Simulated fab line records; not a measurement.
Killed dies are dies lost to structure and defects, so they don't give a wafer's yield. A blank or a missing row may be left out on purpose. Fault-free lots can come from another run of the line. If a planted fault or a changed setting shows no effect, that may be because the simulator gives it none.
What tool caused it? :: flow nand-harc :: 21 wafers from 7 lots sampled at 3 of the route's 1159 steps

## WHAT EACH GAUGE READ, for each wafer
NHARC_P_BONDPAD_CD_MEAS_09: the cd target is 500 nm.
lot: L880
measured: day 6 20:04
on: cd-sem-03
cd-nm (nm): 501.0 499.8 500.9

lot: L882
measured: day 7 04:04
on: cd-sem-03
cd-nm (nm): 502.1 502.0 503.1

lot: L883
measured: day 7 11:11
on: cd-sem-02
cd-nm (nm): 501.2 500.9 500.9

lot: L888
measured: day 8 19:13
on: cd-sem-02
cd-nm (nm): 497.7 498.3 499.8

lot: L890
measured: day 9 06:26
on: cd-sem-03
cd-nm (nm): - - -

lot: L900
measured: day 11 11:43
on: cd-sem-02
cd-nm (nm): 500.9 501.8 501.3

lot: L898
measured: day 11 18:44
on: cd-sem-02
cd-nm (nm): 499.6 499.1 499.6

## TOOL THAT RAN EACH LOT (tool first, then ch and the chambers of the sampled wafers, then the start)
lot: L880
NHARC_P_M2_CMP_23: cmp-04 ch 1,3, day 6 17:55
NHARC_P_BONDPAD_EXPOSE_06: krf-scanner-02 ch 0, day 6 19:55

lot: L882
NHARC_P_M2_CMP_23: cmp-01 ch 0,3, day 7 01:37
NHARC_P_BONDPAD_EXPOSE_06: krf-scanner-02 ch 0, day 7 03:55

lot: L883
NHARC_P_M2_CMP_23: cmp-01 ch 0,1,3, day 7 08:56
NHARC_P_BONDPAD_EXPOSE_06: krf-scanner-04 ch 0, day 7 11:02

lot: L888
NHARC_P_M2_CMP_23: cmp-04 ch 1,2,3, day 8 16:56
NHARC_P_BONDPAD_EXPOSE_06: krf-scanner-02 ch 0, day 8 19:04

lot: L890
NHARC_P_M2_CMP_23: cmp-01 ch 0,1,3, day 9 04:17
NHARC_P_BONDPAD_EXPOSE_06: krf-scanner-02, day 9 06:17

lot: L900
NHARC_P_M2_CMP_23: cmp-03 ch 0,2,3, day 11 09:15
NHARC_P_BONDPAD_EXPOSE_06: krf-scanner-04 ch 0, day 11 11:34

lot: L898
NHARC_P_M2_CMP_23: cmp-01 ch 0,1,2, day 11 16:37
NHARC_P_BONDPAD_EXPOSE_06: krf-scanner-03 ch 0, day 11 18:35
- NHARC_P_M2_CMP_23: polishes, t overpolish 20 s, target thk 144.3 nm.
- NHARC_P_BONDPAD_EXPOSE_06: exposes mask P BPAD.

## THE ANSWER, worked out from the rows above alone
Rule: the lots themselves supply what counts as usual. The widest of any qualifying gaps counts: lots, ordered by their means at a reading, are off when they make up no more than a third of the lots, leave a main group of 4 or more, and stand apart from it by 3 or more times the standard deviation of that group's means. The tables above print the reading to a certain number of digits; a main group whose means all agree to those digits is not used. Also off: a lot with no number at a reading for which 4 or more lots have one. The other lots that the step has rows for count as sound.
Off at NHARC_P_BONDPAD_CD_MEAS_09 (cd-nm): L890. Without a number there: L890. The main group: mean 500.6 nm, standard deviation 1.2.
If a tool, at a process step before that reading, ran all the lots that are off and no sound lot after the first of them, it fits. Gauges at NHARC_P_BONDPAD_CD_MEAS_09: tried the same way as those tools. Can't be told from this: 2 tools fit, krf-scanner-02 at NHARC_P_BONDPAD_EXPOSE_06, cd-sem-03 at NHARC_P_BONDPAD_CD_MEAS_09.

## WHAT THE SIMULATOR HAD PUT IN
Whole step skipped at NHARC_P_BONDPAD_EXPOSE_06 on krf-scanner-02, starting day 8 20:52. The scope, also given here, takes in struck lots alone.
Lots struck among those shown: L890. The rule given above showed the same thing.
